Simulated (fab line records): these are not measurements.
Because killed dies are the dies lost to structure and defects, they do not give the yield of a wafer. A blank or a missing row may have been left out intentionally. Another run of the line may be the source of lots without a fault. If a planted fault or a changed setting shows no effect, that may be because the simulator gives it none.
Struck lot and sound lot, side by side | flow n5 finfet | 15 out of 1938 route steps
Sound: wafers L845.2, L845.3, L845.6. Struck: wafer L853.5. (L853.3 of the same lot was not struck and is left out.) The cause comes at the end.
Order at every step that has rows: each side's tool, ch and its chambers, its first start. Under that, the readings that differ: sound wafers | struck wafers | difference of the means | sigmas: that difference in standard deviations of wafers without a fault.
alike: a reading whose means differ by less than 2 such deviations, as well as words and numbers matching on both sides. not compared: withheld readings; readings where some wafer has no value; bounds like >300 that might hide an equal value; numbers whose values overlap and for which the record gives no deviation.
A row with sigmas, a row that says differs or no value, or rows on one side alone: a step with any of these is where the two part. Numbers that have no deviation but don't overlap get no sigmas and don't part them. A reading missing from all wafers of one side parts the sides only when that side holds two or more wafers.

first, 3 steps without rows for these wafers: N5_MOL_CONTACT_COAG_EXPOSE_05 (exposes mask CA, defocus 0 nm); N5_MOL_CONTACT_COAG_PEB_06 (peb time 60 s); N5_MOL_CONTACT_COAG_DEVELOP_07 (develop time 30 s).
N5_MOL_CONTACT_COAG_CD_MEAS_08: target cd 28 nm.
  sound on cd sem-01 ch 0, day 5 14:07; struck on cd sem-03 ch 0, day 7 09:57
  alike: cd nm
N5_MOL_CONTACT_COAG_OVL_MEAS_09:
  sound on overlay-01 ch 0, day 5 14:09; struck on overlay-01 ch 0, day 7 09:59
  alike: CA_OVL
N5_MOL_CONTACT_COAG_INSPECT_10: inspects for defects (brightfield).
  sound on defect inspect-01 at day 5 14:12; struck on defect inspect-02 at day 7 10:02
  alike: raw defect count
N5_MOL_CONTACT_COAG_DESCUM_13: chemistry O2, time 7 s.
  sound on rie diel-04 ch 0,2,3, day 5 14:14; struck on rie diel-05 ch 3, day 7 10:08
  reading               | sound          | struck | difference | sigmas
  oes product au (a.u.) | 0.96 0.78 0.80 | 0.69   | -0.16      | -2
  alike: drypump motor current A, rf vpp V, showerhead plenum p Torr, temp c, throttle valve pct
  not compared: rf hours counter h
N5_MOL_CONTACT_COAG_ETCH_59: etches underlayer in N2/H2, target depth 13 nm, time 10.4 s.
  sound on rie diel-04 ch 0,2,3, day 5 14:16; struck on rie diel-05 ch 3, day 7 10:10
  reading               | sound          | struck | difference | sigmas
  oes product au (a.u.) | 0.82 0.70 0.67 | 0.59   | -0.14      | -3
  alike: drypump motor current A, etch rf on time s, rf vpp V, showerhead plenum p Torr, throttle valve pct
  not compared: rf hours counter h
N5_MOL_CONTACT_COAG_ETCH_105: etches SiARC in CF4, target depth 15.6 nm, time 26 s.
  sound on rie diel-04 ch 0,2,3, day 5 14:17; struck on rie diel-05 ch 3, day 7 10:11
  reading               | sound             | struck | difference | sigmas
  oes product au (a.u.) | 0.82 0.69 0.68    | 0.59   | -0.14      | -3
  rf vpp V (V)          | 185.2 181.6 184.4 | 181.0  | -2.7       | -2
  alike: cf4 flow sccm, drypump motor current A, etch rf on time s, showerhead plenum p Torr, throttle valve pct
  not compared: rf hours counter h
N5_MOL_CONTACT_COAG_ETCH_106: etches SOC in N2/H2, target depth 80 nm, overetch 16 nm, time 120 s.
  sound on rie diel-04 ch 0,2,3, day 5 14:19; struck on rie diel-05 ch 3, day 7 10:13
  reading               | sound          | struck | difference | sigmas
  oes product au (a.u.) | 0.84 0.71 0.70 | 0.63   | -0.12      | -2
  alike: drypump motor current A, rf vpp V, showerhead plenum p Torr, temp c, throttle valve pct
  not compared: rf hours counter h
then, 2 steps without rows for these wafers: N5_MOL_CONTACT_COAG_STRIP_107 (strips in N2/H2); N5_MOL_CONTACT_COAG_STRIP_108 (strips in N2/H2).
N5_MOL_CONTACT_COAG_CONTACT_ETCH_14: etches SiO2 in C4F6/O2, target depth 27.5 nm, overetch 8.5 nm, time 20 s.
  sound on rie diel-04 ch 0,2,3, day 5 14:25; struck on rie diel-05 ch 3, day 7 10:19
  reading                                            | sound          | struck | difference | sigmas
  oes_o_777_au (a.u.)                                | 0.91 0.84 0.80 | 0.70   | -0.15      | -3
  oes product au (a.u.)                              | 0.80 0.67 0.67 | 0.59   | -0.12      | -3
  model.SOC_of_MOL_CONTACT_COAG_COAT_103.thk nm (nm) | 78.4 78.4 78.2 | 79.2   | +0.9       |
  alike: drypump motor current A, rf vpp V, showerhead plenum p Torr, throttle valve pct
  not compared: rf hours counter h
then, 1 step without rows for these wafers: N5_MOL_CONTACT_COAG_STRIP_109 (strips in C4F6/O2).
N5_PASSIVATION_PROBE_49:
  the record holds rows for the sound wafers here (prober-01, day 15 01:15) but none for the struck ones

## WHERE THEY PART
Last at N5_PASSIVATION_PROBE_49 as far as this record goes, first at N5_MOL_CONTACT_COAG_DESCUM_13.

WHY: what the simulator had put in
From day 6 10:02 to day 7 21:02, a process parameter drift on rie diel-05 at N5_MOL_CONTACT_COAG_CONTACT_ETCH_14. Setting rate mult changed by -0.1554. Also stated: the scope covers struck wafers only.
